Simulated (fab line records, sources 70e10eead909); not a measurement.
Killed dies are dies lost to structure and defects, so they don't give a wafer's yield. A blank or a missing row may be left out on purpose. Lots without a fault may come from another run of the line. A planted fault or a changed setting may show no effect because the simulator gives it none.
One fault seen from 2 desks | flow nand_harc | each desk has only its own numbers; what lay behind them comes last

THE TOOL OWNER'S DESK: rie_diel-11
The tool's own readings at NHARC_A_CHANNEL_HOLE_D1_ETCH_44 (etches the open film in CF4/O2, target depth 140 nm, overetch 14 nm, time 77 s): means of the sampled wafers that have a number, for each lot that ran on this tool. A lot is out of limits, marked OUT, if its mean lies more than 4 standard deviations from the usual mean; the brackets give that distance.
Columns: A = chamber_pressure_mTorr at NHARC_A_CHANNEL_HOLE_D1_ETCH_44, usual 30.003 mTorr; B = drypump_motor_current_A at NHARC_A_CHANNEL_HOLE_D1_ETCH_44, usual 5.7 A; C = oes_product_au at NHARC_A_CHANNEL_HOLE_D1_ETCH_44, usual 1.000 a.u.; D = rf_vpp_V at NHARC_A_CHANNEL_HOLE_D1_ETCH_44, usual 197.9 V; E = run_length_s at NHARC_A_CHANNEL_HOLE_D1_ETCH_44, usual 98.5 s; F = showerhead_plenum_p_Torr at NHARC_A_CHANNEL_HOLE_D1_ETCH_44, usual 1.34 Torr; G = throttle_valve_pct at NHARC_A_CHANNEL_HOLE_D1_ETCH_44, usual 13.398 %
lot  | first seen here | A      | B   | C     | D     | E               | F    | G
L270 | day 11 17:38    | 30.023 | 5.8 | 0.992 | 198.2 | 96.0 (-7.0) OUT | 1.33 | 13.401
L268 | day 11 18:08    | 29.988 | 5.7 | 1.002 | 196.8 | 92.9 (-16) OUT  | 1.28 | 13.397
This desk's finding: out of limits on L268, L270; first on L270, day 11 17:38 (run_length_s at NHARC_A_CHANNEL_HOLE_D1_ETCH_44). In limits: none.

THE DEFECT DESK
What the inspections along the route counted, lot by lot: means of the sampled wafers that have a number. A lot is out of limits, marked OUT, if its mean lies more than 4 standard deviations from the usual mean; the brackets give that distance.
Columns: A = raw_defect_count at NHARC_A_CHANNEL_HOLE_D1_INSPECT_12, usual 5
lot  | first seen here | A
L258 | day 8 18:38     | 6
L260 | day 9 00:41     | 3
L257 | day 9 01:49     | 5
L259 | day 9 01:52     | 6
L264 | day 9 20:10     | 3
L270 | day 11 11:40    | 4
L268 | day 11 11:50    | 5
L271 | day 11 13:53    | 3
L273 | day 12 17:17    | 7
L277 | day 13 02:01    | 5
L275 | day 13 02:11    | 7
L276 | day 13 04:06    | 5
L279 | day 13 11:11    | 4
This desk's finding: nothing out of limits on any of the 13 lots.

PUT TOGETHER
The tool owner's desk could have raised an alarm at day 11 17:38, on L268, L270.
The defect desk saw nothing out of limits.
The defect desk has L268, L270 on record, within its limits.
Of the lots named, all ran NHARC_A_CHANNEL_HOLE_D1_ETCH_44 on rie_diel-11.

WHAT THE SIMULATOR HAD PUT IN
Process parameter drift: rie_diel-11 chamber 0, from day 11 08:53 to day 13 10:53, at NHARC_A_CHANNEL_HOLE_D1_ETCH_44. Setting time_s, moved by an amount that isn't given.
Lots struck among those shown: L268, L270.
Hours from the fault's start to each desk's first reading out of limits: the tool owner's desk, 9.
